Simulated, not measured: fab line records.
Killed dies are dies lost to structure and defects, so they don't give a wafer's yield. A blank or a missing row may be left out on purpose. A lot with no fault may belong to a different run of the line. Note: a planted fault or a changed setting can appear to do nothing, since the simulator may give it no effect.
Matching of chambers | flow n5-finfet | 4 sister chambers for N5_BEOL_M7_STRIP_36 on rie-diel-04
The step strips in N2/H2. 4 wafers are shown with their chamber, then 8 later ones without.

WAFERS PAIRED WITH THEIR CHAMBERS
wafer  | chamber | drypump-motor-current-A (A)
L084.1 | 3       | 6.4
L087.2 | 0       | 5.3
L087.4 | 2       | 4.7
L094.2 | 1       | 5.7

WAFERS WITHOUT THEIR CHAMBER
wafer  | drypump-motor-current-A (A)
L094.3 | 5.3
L094.5 | 4.8
L095.1 | 5.7
L095.2 | 5.3
L095.4 | 6.4
L097.1 | 4.7
L097.4 | 6.4
L097.5 | 5.3

EACH ONE'S CHAMBER
wafer  | from the rows above | in truth
L094.3 | 0                   | 0
L094.5 | 2                   | 2
L095.1 | 1                   | 1
L095.2 | 0                   | 0
L095.4 | 3                   | 3
L097.1 | 2                   | 2
L097.4 | 3                   | 3
L097.5 | 0                   | 0
Correct placement for 8 of the 8. Left unplaced by these rows: 0. 0 placed wrongly.
How it was worked out, from the rows above alone: a wafer's distance from a chamber is the root of the sum, over the readings, of the square of ((its reading less the chamber's mean) divided by the reading's scatter). If the next closest chamber is less than 2 further off than the closest, the wafer can't be placed; otherwise it belongs to the closest. Each chamber's mean is taken over the wafers shown for it. The scatter: with one shown wafer a chamber, the root of the mean of the squares of how far each hidden wafer lies from its nearest shown one.
